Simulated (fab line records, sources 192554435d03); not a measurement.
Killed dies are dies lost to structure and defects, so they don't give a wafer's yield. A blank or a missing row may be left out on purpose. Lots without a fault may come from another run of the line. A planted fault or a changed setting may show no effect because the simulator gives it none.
A struck lot beside a sound one | flow n5_finfet | 37 steps out of a route of 1938
Sound: wafers L215.2, L215.4, L215.5. Struck: wafers L220.4, L220.5, L220.6. The cause comes at the end.
At each step with rows: each side's tool, then ch and its chambers, then its first start. Under that, the readings that differ: sound wafers | struck wafers | difference of the means | sigmas: that difference in standard deviations of wafers without a fault.
alike: readings whose means differ by less than 2 such deviations, and words and numbers that are the same on both sides. not compared: withheld readings, readings that some wafer has no value for, bounds like >300 that may hide the same value, and numbers for which the record gives no deviation and whose values overlap.
The two part at a step that has a row with sigmas, a row that says differs or no value, or rows on one side only. Numbers that don't overlap but have no deviation are shown without sigmas and don't part them. A reading that every wafer of one side lacks parts them only if that side has two wafers or more.

first, 9 steps without rows for these wafers: N5_BEOL_M4_ANNEAL_95 (time 240 s); N5_BEOL_M4_SPUTTER_96 (material Cu, target thk 4.5 nm, time 8.29 s); N5_BEOL_M4_ECD_50 (material Cu, target thk 300 nm); N5_BEOL_M4_ANNEAL_51 (time 90 s); N5_BEOL_M4_CMP_52 (polishes, stops on SiOC, t overpolish 6.8 s, target thk 40 nm); N5_BEOL_M4_PRE_CLEAN_60 (time 15 s); N5_BEOL_M4_CO_CAP_55 (material Co, precursor CCTBA/H2, target thk 2 nm, time 102.1 s); N5_BEOL_M4_PRE_CLEAN_56 (time 15 s); N5_BEOL_M4_DEP_57 (deposits SiCN from 3MS/NH3, target thk 8 nm, time 14 s).
N5_BEOL_M4_RC_MEAS_101:
  sound on prober-01 ch 0, day 10 01:50; struck on prober-01 ch 0, day 11 05:40
  alike: DIBL_N, DIBL_P, IOFF_N, IOFF_P, ION_N, ION_P, SS_N, SS_P, VT_N, VT_P
then, 24 steps without rows for these wafers: N5_BEOL_M5_ILD_DEP_00 (deposits SiCOH lowk from DEMS/porogen, target thk 140.64 nm, time 25.9 s); N5_BEOL_M5_CURE_79 (cures SiCOH lowk, time 240 s); N5_BEOL_M5_PECVD_70 (deposits SiO2 from TEOS/O2, target thk 16 nm, time 18 s); N5_BEOL_M5_HM_DEP_02 (deposits TiN, target thk 20 nm); N5_BEOL_M5_COAT_59 (time 60 s, resist thk 60 nm); N5_BEOL_M5_COAT_60 (time 60 s, resist thk 12 nm); N5_BEOL_M5_COAT_71 (time 60 s, resist thk 5 nm); N5_BEOL_M5_COAT_05 (resist thk 30 nm); N5_BEOL_M5_EBR_07; N5_BEOL_M5_SOFTBAKE_06 (time 60 s); N5_BEOL_M5_EXPOSE_08 (exposes mask M5, target cd 28 nm); N5_BEOL_M5_PEB_09 (peb time 60 s); N5_BEOL_M5_DEVELOP_10 (develop time 30 s); N5_BEOL_M5_DESCUM_16 (chemistry O2, time 7 s); N5_BEOL_M5_ETCH_72 (etches underlayer in N2/H2, target depth 6.5 nm, time 5.2 s); N5_BEOL_M5_ETCH_61 (etches SiARC in CF4, target depth 15.6 nm, time 26 s); N5_BEOL_M5_ETCH_62 (etches SOC in N2/H2, target depth 75 nm, overetch 15 nm, time 112.5 s); N5_BEOL_M5_STRIP_63 (strips in N2/H2); N5_BEOL_M5_STRIP_73 (strips in N2/H2); N5_BEOL_M5_STRIP_64 (strips in CF4); N5_BEOL_M5_HM_OPEN_17 (chemistry Cl2/BCl3, target TiN, target depth 20 nm, overetch 6 nm); N5_BEOL_M5_STRIP_19 (strips in O2); N5_BEOL_M5_COAT_65 (time 60 s, resist thk 60 nm); N5_BEOL_M5_COAT_66 (time 60 s, resist thk 12 nm).
-- the record jumps here: 4 days lie between the struck wafers' starts before and after (it left off in module BEOL_M5 and takes up again in module BEOL_M13, whose first step shown is number 1700 of the route) --
N5_BEOL_M13_ETCH_38: etches SiCN in CF4/N2, target depth 67.5 nm, time 71.9 s.
  sound on rie_diel-03 ch 0,1, day 13 14:09; struck on rie_diel-06 ch 2,3, day 15 14:22
  no value came back on the struck wafers for any of 9 readings (bias_w (W), cf4_flow_sccm (sccm) and others); on the sound wafers bias_w (W) reads 70.16 69.91 70.22
  reading                                       | sound           | struck            | difference | sigmas
  model.SiOC_of_BEOL_M13_ILD_DEP_00.thk_nm (nm) | 792.4 787.6 786 | 851.6 833.8 854.4 | +57.9      |
  not compared: rf_hours_counter_h
N5_BEOL_M13_CMP_49: polishes, stops on SiOC, t overpolish 17.1 s, target thk 420 nm.
  sound on cmp-01 ch 0,2, day 13 15:30; struck on cmp-03 ch 0,3, day 15 15:43
  reading                                       | sound           | struck            | difference | sigmas
  model.SiOC_of_BEOL_M13_ILD_DEP_00.thk_nm (nm) | 782.4 777.6 776 | 841.6 823.8 844.4 | +57.9      |
  alike: motor_current_A, slurry_flow_ml_min
N5_PASSIVATION_PROBE_49:
  sound on prober-02, day 14 18:52; struck on prober-01, day 17 06:27
  reading                  | sound          | struck         | difference | sigmas
  defect_limited_yield (%) | 90.1 90.0 88.0 | 0 0 0          | -89        | -60
  killed_at_M0_to_M3       | 40 46 57       | 18 22 42       | -20        | -2
  killed_at_M4_up          | 26 26 32       | 1104 1113 1086 | +1073      | +99 or more
  killed_dies              | 117 118 142    | 1180 1180 1180 | +1054      | +59
  killed_on_rim            | 18 18 21       | 152 152 152    | +133       | +34
  sort_bin_5_function (%)  | 6.3 5.8 8.0    | 97.0 97.1 96.3 | +90.1      | +90
  sort_n_pass              | 1063 1062 1038 | 0 0 0          | -1054      | -59
  sort_yield_pct (%)       | 90.1 90.0 88.0 | 0 0 0          | -89        | -60
  alike: killed_at_contacts, killed_at_front_end, killed_at_other, killed_open, killed_short, sort_bin_6_memory

WHERE THEY PART
First at N5_BEOL_M13_ETCH_38; last, within this record, at N5_PASSIVATION_PROBE_49.

WHY: what the simulator had put in
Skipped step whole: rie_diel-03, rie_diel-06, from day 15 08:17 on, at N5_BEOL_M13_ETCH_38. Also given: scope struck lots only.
